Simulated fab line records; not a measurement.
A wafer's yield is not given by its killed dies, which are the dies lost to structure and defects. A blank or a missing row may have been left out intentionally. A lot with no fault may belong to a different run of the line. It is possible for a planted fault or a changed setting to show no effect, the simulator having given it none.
Which tool is to blame?	flow n5_finfet	10 lots with 30 wafers sampled at 5 steps, on a route of 1938 steps

== WHAT THE GAUGES READ, wafer by wafer ==
The record lacks any reading of a measuring or inspecting step that a usual standard deviation could be used to judge.

== WHICH TOOL RAN EACH LOT (tool, then ch and the chambers of the sampled wafers, then the start) ==
lot	N5_BEOL_M10_ALD_74	N5_PASSIVATION_VIA_ETCH_13	N5_PASSIVATION_SPUTTER_20	N5_PASSIVATION_PASS_ETCH_47	N5_PASSIVATION_PROBE_49
L643	ald_metal-02 ch 0,3, day 11 09:12	rie_diel-04 ch 1,3, day 12 23:09	pvd_sputter-01, day 13 00:31	rie_diel-01 ch 0,2, day 13 04:35	-
L644	ald_metal-02 ch 1,2, day 11 18:09	rie_diel-02 ch 1,3, day 13 07:39	pvd_sputter-01, day 13 08:19	rie_diel-01 ch 0,2,3, day 13 10:59	prober-01, day 13 14:02
L646	ald_metal-02 ch 0,2,3, day 12 04:06	rie_diel-02 ch 1,2,3, day 13 20:08	pvd_sputter-03, day 13 21:06	rie_diel-05 ch 1,2, day 13 23:46	prober-01, day 14 03:57
L647	ald_metal-02 ch 2,3, day 12 12:38	rie_diel-04 ch 1,3, day 14 03:04	pvd_sputter-02, day 14 03:52	rie_diel-05 ch 1,2, day 14 06:28	prober-01, day 14 09:28
L651	ald_metal-04 ch 0,2,3, day 13 08:07	rie_diel-06 ch 0,1,2, day 14 18:52	pvd_sputter-01, day 14 19:47	rie_diel-05 ch 0,2,3, day 14 22:20	-
L654	ald_metal-01 ch 0,3, day 13 20:35	rie_diel-06 ch 0,2,3, day 15 10:45	pvd_sputter-01, day 15 11:22	rie_diel-01 ch 0,2, day 15 14:13	-
L655	ald_metal-02 ch 0,2,3, day 15 10:50	rie_diel-02 ch 1,2,3, day 17 07:19	pvd_sputter-03, day 17 08:34	rie_diel-05 ch 1,2,3, day 17 11:10	-
L656	ald_metal-02 ch 2,3, day 15 12:12	rie_diel-02 ch 0,1, day 17 15:40	pvd_sputter-03, day 17 17:16	rie_diel-03 ch 0,1,3, day 17 19:43	-
L658	ald_metal-01 ch 1,2, day 15 17:42	rie_diel-02 ch 0,1,2, day 17 21:59	pvd_sputter-03, day 17 22:53	rie_diel-01 ch 0,1,2, day 18 01:37	-
L659	ald_metal-02 ch 0,1,2, day 16 16:43	rie_diel-02 ch 1,3, day 18 19:35	pvd_sputter-02, day 18 20:37	rie_diel-03 ch 0,1,3, day 18 23:37	-
- N5_BEOL_M10_ALD_74: deposits TaN, target thk 2 nm, pulse time 2 s, purge time 3 s.
- N5_PASSIVATION_VIA_ETCH_13: etches SiO2 in CHF3/O2, target depth 660 nm, time 330 s.
- N5_PASSIVATION_SPUTTER_20: material TaN, target thk 50 nm.
- N5_PASSIVATION_PASS_ETCH_47: etches SiNx in CF4/O2, target depth 770 nm, time 385 s.
- N5_PASSIVATION_PROBE_49

== WHAT THE TOOLS THEMSELVES READ (means of the sampled wafers that have a number; where no wafer has one, the mark that the record gives instead) ==
N5_BEOL_M10_ALD_74. Usual: heater_power_outer_w 235 W, standard deviation 22; heater_power_w 429 W, standard deviation 31.
lot	tool	heater_power_outer_w (W)	heater_power_w (W)	flag
L643	ald_metal-02	215	413	
L644	ald_metal-02	232	450	
L646	ald_metal-02	239	443	
L647	ald_metal-02	248	468	
L651	ald_metal-04	241	432	
L654	ald_metal-01	247	435	
L655	ald_metal-02	232	446	
L656	ald_metal-02	253	469	
L658	ald_metal-01	244	415	
L659	ald_metal-02	219	424	

N5_PASSIVATION_VIA_ETCH_13. Usual: chamber_pressure_mTorr 30.00 mTorr (standard deviation 0.031); drypump_motor_current_A 5.6 A (standard deviation 0.35); etch_rf_on_time_s 237 s (standard deviation 4.9); oes_product_au 0.71 a.u. (standard deviation 0.073); rf_vpp_V 520 V (standard deviation 8.8); showerhead_plenum_p_Torr 2.40 Torr (standard deviation 0.061); throttle_valve_pct 18.85 % (standard deviation 0.26).
lot	tool	chamber_pressure_mTorr (mTorr)	drypump_motor_current_A (A)	etch_rf_on_time_s (s)	oes_product_au (a.u.)	rf_vpp_V (V)	showerhead_plenum_p_Torr (Torr)	throttle_valve_pct (%)	flag
L643	rie_diel-04	29.99	5.7	237	0.69	534	2.37	18.74	
L644	rie_diel-02	30.02	5.8	236	0.74	514	2.43	19.01	
L646	rie_diel-02	30.00	5.6	238	0.69	510	2.40	18.85	
L647	rie_diel-04	30.00	5.7	242	0.68	533	2.36	18.76	
L651	rie_diel-06	30.00	5.5	237	0.74	520	2.39	18.81	
L654	rie_diel-06	30.04	5.5	232	0.73	520	2.36	18.89	
L655	rie_diel-02	30.02	5.6	239	0.75	514	2.39	18.71	
L656	rie_diel-02	29.96	5.9	236	0.73	519	2.42	19.22	
L658	rie_diel-02	29.99	5.7	235	0.77	520	2.40	18.89	
L659	rie_diel-02	29.99	5.8	238	0.71	514	2.41	19.08	

N5_PASSIVATION_SPUTTER_20. Usual: substrate_temp_c 24.99 C, standard deviation 0.1; throttle_valve_pct 30.2 %, standard deviation 1.1.
lot	tool	substrate_temp_c (C)	throttle_valve_pct (%)	flag
L643	pvd_sputter-01	25.02	29.8	
L644	pvd_sputter-01	24.98	29.9	
L646	pvd_sputter-03	24.94	29.9	
L647	pvd_sputter-02	24.98	30.5	
L651	pvd_sputter-01	24.98	29.0	
L654	pvd_sputter-01	24.92	29.7	
L655	pvd_sputter-03	25.04	30.0	
L656	pvd_sputter-03	24.97	30.8	
L658	pvd_sputter-03	25.04	29.8	
L659	pvd_sputter-02	25.00	30.5	

N5_PASSIVATION_PASS_ETCH_47. Usual: chamber_pressure_mTorr 40.00 mTorr, standard deviation 0.041; drypump_motor_current_A 5.6 A, standard deviation 0.41; oes_product_au 0.80 a.u., standard deviation 0.081; rf_vpp_V 241 V, standard deviation 3.7; showerhead_plenum_p_Torr 2.24 Torr, standard deviation 0.044; throttle_valve_pct 15.76 %, standard deviation 0.21.
lot	tool	chamber_pressure_mTorr (mTorr)	drypump_motor_current_A (A)	oes_product_au (a.u.)	rf_vpp_V (V)	showerhead_plenum_p_Torr (Torr)	throttle_valve_pct (%)	flag
L643	rie_diel-01	40.02	5.6	0.81	239	2.25	15.92	
L644	rie_diel-01	39.99	5.9	0.76	242	2.26	15.95	
L646	rie_diel-05	40.01	5.4	0.77	235	2.20	15.65	
L647	rie_diel-05	40.01	5.6	0.82	238	2.22	15.71	
L651	rie_diel-05	40.01	6.0	0.89	241	2.21	15.62	
L654	rie_diel-01	40.00	6.0	0.74	240	2.25	15.94	
L655	rie_diel-05	39.98	5.5	0.80	240	2.18	15.77	
L656	rie_diel-03	40.00	5.5	0.82	243	2.26	15.77	
L658	rie_diel-01	40.02	5.8	0.73	239	2.25	15.97	
L659	rie_diel-03	40.00	5.4	0.80	243	2.25	15.79	

N5_PASSIVATION_PROBE_49. Usual: defect_limited_yield 91.1 %, standard deviation 1.3; killed_at_M0_to_M3 35, standard deviation 11; killed_at_M4_up 13, standard deviation 5.4; killed_at_contacts 14, standard deviation 6.5; killed_at_front_end 41, standard deviation 11; killed_at_other 4, standard deviation 3.1; killed_dies 106, standard deviation 15; killed_open 69, standard deviation 12; killed_short 35, standard deviation 7; sort_bin_4_leakage 0.01 %, standard deviation 0.078; sort_bin_5_function 5.2 %, standard deviation 0.86; sort_bin_6_memory 3.4 %, standard deviation 0.64; sort_n_pass 1074, standard deviation 15; sort_yield_pct 91.0 %, standard deviation 1.3.
lot	tool	defect_limited_yield (%)	killed_at_M0_to_M3	killed_at_M4_up	killed_at_contacts	killed_at_front_end	killed_at_other	killed_dies	killed_open	killed_short	sort_bin_4_leakage (%)	sort_bin_5_function (%)	sort_bin_6_memory (%)	sort_n_pass	sort_yield_pct (%)	flag
L644	prober-01	83.4	22	114	14	45	2	196	65	32	0.00	10.5	4.1	984	83.4	OFF
L646	prober-01	84.1	22	104	14	43	4	188	57	31	0.00	10.2	3.8	992	84.1	OFF
L647	prober-01	84.5	30	107	13	28	5	182	59	26	0.00	9.7	3.5	998	84.5	OFF

== THE ANSWER, worked out from the rows above alone ==
Rule: take the mean of a lot's wafers that have a number; if it is more than 3 standard deviations from the usual mean, the lot is off. Also off: a lot with no number at a reading for which 4 or more lots have one. Where the step has rows for the other lots, those lots are counted as sound. Order of review: gauges by route order, followed by the tools' own readings, for which a lot's mean as printed above is used. The first step at which some lot is off is used, and at that step the reading that is off furthest; a lot without a number counts as furthest.
Off at N5_PASSIVATION_PROBE_49 (killed_at_M4_up): L644, L646, L647. Neither off nor sound, because the step has no rows for them: L643, L651, L654, L655, L656, L658, L659.
A tool fits if, at that step or a process step before it, it ran every lot that is off, and no sound lot after the first of them. This does not decide it: 2 tools fit, namely ald_metal-02 at N5_BEOL_M10_ALD_74 and prober-01 at N5_PASSIVATION_PROBE_49.

== WHAT THE SIMULATOR HAD PUT IN ==
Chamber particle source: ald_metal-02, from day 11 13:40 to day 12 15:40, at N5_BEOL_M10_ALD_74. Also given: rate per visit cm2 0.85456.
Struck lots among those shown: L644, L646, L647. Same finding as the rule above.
